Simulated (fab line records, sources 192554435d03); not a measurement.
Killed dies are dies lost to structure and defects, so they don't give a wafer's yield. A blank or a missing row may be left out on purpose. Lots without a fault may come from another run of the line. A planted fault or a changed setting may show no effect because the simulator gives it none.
Which tool did it? | flow n5_finfet | 10 lots, 30 wafers sampled, at 4 steps of a route of 1938

WHAT THE GAUGES READ, wafer by wafer
N5_MOL_CONTACT_COAG_THK_MEAS_53.
lot  | measured     | on            | VIA_MOL_THK (nm)
L128 | day 5 12:37  | film_metro-02 | 42.5 43.2 43.7
L129 | day 5 21:25  | film_metro-01 | 43.1 44.5 45.1
L130 | day 6 00:07  | film_metro-01 | 44.1 43.7 43.9
L132 | day 6 09:23  | film_metro-01 | 43.4 44.7 45.5
L134 | day 7 04:38  | film_metro-01 | 44.3 44.6 45.4
L142 | day 9 01:15  | film_metro-02 | 34.2 34.7 34.7
L143 | day 9 04:35  | film_metro-01 | 43.6 43.6 44.3
L147 | day 10 09:50 | film_metro-02 | 33.7 34.2 34.4
L148 | day 10 15:52 | film_metro-02 | 43.6 44.5 44.7
L150 | day 10 22:35 | film_metro-01 | 43.9 44.9 44.9

WHICH TOOL RAN EACH LOT (tool, then ch and the chambers of the sampled wafers, then the start)
lot  | N5_MOL_CONTACT_COAG_PECVD_31    | N5_MOL_CONTACT_COAG_ETCHBACK_134   | N5_MOL_CONTACT_COAG_CVD_140
L128 | pecvd-01 ch 0,1,2, day 5 09:06  | rie_diel-04 ch 0,1,3, day 5 11:21  | cvd_w-01 ch 0,1, day 5 11:59
L129 | pecvd-01 ch 0,2, day 5 16:44    | rie_diel-05 ch 0,1,2, day 5 20:10  | cvd_w-02 ch 0,1, day 5 20:48
L130 | pecvd-04 ch 0,1,2, day 5 19:32  | rie_diel-02 ch 0,1,2, day 5 22:52  | cvd_w-01 ch 0,1, day 5 23:31
L132 | pecvd-03 ch 0,2, day 6 05:24    | rie_diel-05 ch 0,1,2, day 6 08:07  | cvd_w-02 ch 0, day 6 08:46
L134 | pecvd-03 ch 1,2, day 7 00:57    | rie_diel-02 ch 0,1,3, day 7 03:20  | cvd_w-01 ch 0,1, day 7 04:06
L142 | pecvd-03 ch 0,1,2, day 8 19:59  | rie_diel-04 ch 1,2, day 9 00:00    | cvd_w-01 ch 0,1, day 9 00:38
L143 | pecvd-01 ch 1,2, day 9 00:57    | rie_diel-04 ch 1,2, day 9 03:20    | cvd_w-02 ch 0,1, day 9 04:03
L147 | pecvd-03 ch 0,1, day 10 06:03   | rie_diel-04 ch 0,2,3, day 10 08:35 | cvd_w-01 ch 0,1, day 10 09:13
L148 | pecvd-01 ch 1, day 10 12:05     | rie_diel-05 ch 1,2,3, day 10 14:35 | cvd_w-02 ch 0,1, day 10 15:14
L150 | pecvd-04 ch 0,1,2, day 10 18:53 | rie_diel-05 ch 0,2,3, day 10 21:20 | cvd_w-02 ch 0,1, day 10 22:03
- N5_MOL_CONTACT_COAG_PECVD_31: deposits SiO2 from TEOS/O2, target thk 46 nm, time 8.9 s.
- N5_MOL_CONTACT_COAG_ETCHBACK_134: etches SiO2 in CHF3, target depth 10 nm, time 6.7 s.
- N5_MOL_CONTACT_COAG_CVD_140: deposits W, target thk 66.5 nm, time 215 s.

THE ANSWER, worked out from the rows above alone
Rule: what is usual is taken from the lots themselves. Put in order of their means at a reading, lots are off if they are a third of the lots or fewer, leave a main group of 4 or more, and stand apart from it by a gap of 3 or more times the standard deviation of the main group's means; of several such gaps the widest counts. A main group whose means are all the same, to the digits that the tables above print for the reading, isn't used. A lot without any number at a reading at which 4 lots or more have one is off too. The other lots that the step has rows for count as sound.
Off: L142, L147, at N5_MOL_CONTACT_COAG_THK_MEAS_53 (VIA_MOL_THK). The main group: mean 44.2 nm, standard deviation 0.49.
A tool fits if, at a process step before that reading, it ran every lot that is off, and no sound lot after the first of them. The gauges at N5_MOL_CONTACT_COAG_THK_MEAS_53 are tried like those tools. Can't be told from this: 2 tools fit, pecvd-03 at N5_MOL_CONTACT_COAG_PECVD_31, cvd_w-01 at N5_MOL_CONTACT_COAG_CVD_140.

WHAT THE SIMULATOR HAD PUT IN
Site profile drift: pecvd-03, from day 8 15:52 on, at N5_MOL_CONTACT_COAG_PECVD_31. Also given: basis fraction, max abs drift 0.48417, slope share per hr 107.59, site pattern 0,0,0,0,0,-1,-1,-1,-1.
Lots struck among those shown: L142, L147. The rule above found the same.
